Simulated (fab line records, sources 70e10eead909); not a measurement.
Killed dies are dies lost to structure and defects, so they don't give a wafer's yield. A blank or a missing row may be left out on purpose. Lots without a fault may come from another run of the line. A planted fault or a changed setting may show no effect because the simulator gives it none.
Chamber matching | flow nand_harc | NHARC_A_CHANNEL_HOLE_D2_DEP_01 on pecvd-02: 3 sister chambers
The step deposits SiON, target thk 140 nm. 3 wafers are shown with their chamber, then 6 later ones without.

WAFERS WITH THEIR CHAMBER
wafer  | chamber | heater_power_w (W)
L960.6 | 2       | 801
L966.4 | 1       | 792
L966.6 | 0       | 713

WAFERS WITHOUT THEIR CHAMBER
wafer  | heater_power_w (W)
L968.1 | 874
L968.3 | 675
L968.4 | 843
L970.2 | 812
L970.3 | 865
L970.5 | 621

WHICH CHAMBER EACH WENT THROUGH
wafer  | from the rows above          | in truth
L968.1 | can't be placed: 2 or 1 or 0 | 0
L968.3 | can't be placed: 0 or 1 or 2 | 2
L968.4 | can't be placed: 2 or 1 or 0 | 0
L970.2 | can't be placed: 2 or 1 or 0 | 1
L970.3 | can't be placed: 2 or 1 or 0 | 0
L970.5 | can't be placed: 0 or 1 or 2 | 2
Placed correctly: 0 of 6. Can't be placed from these rows: 6 (the true chamber is among the candidates in 6). Placed wrongly: 0.
How it was worked out, from the rows above alone: a wafer's distance from a chamber is the root of the sum, over the readings, of the square of ((its reading less the chamber's mean) divided by the reading's scatter). The wafer belongs to the nearest chamber; if the next one is less than 2 further off, it can't be placed. A chamber's mean is the mean of its shown wafers. The scatter: with one shown wafer a chamber, the root of the mean of the squares of how far each hidden wafer lies from its nearest shown one.
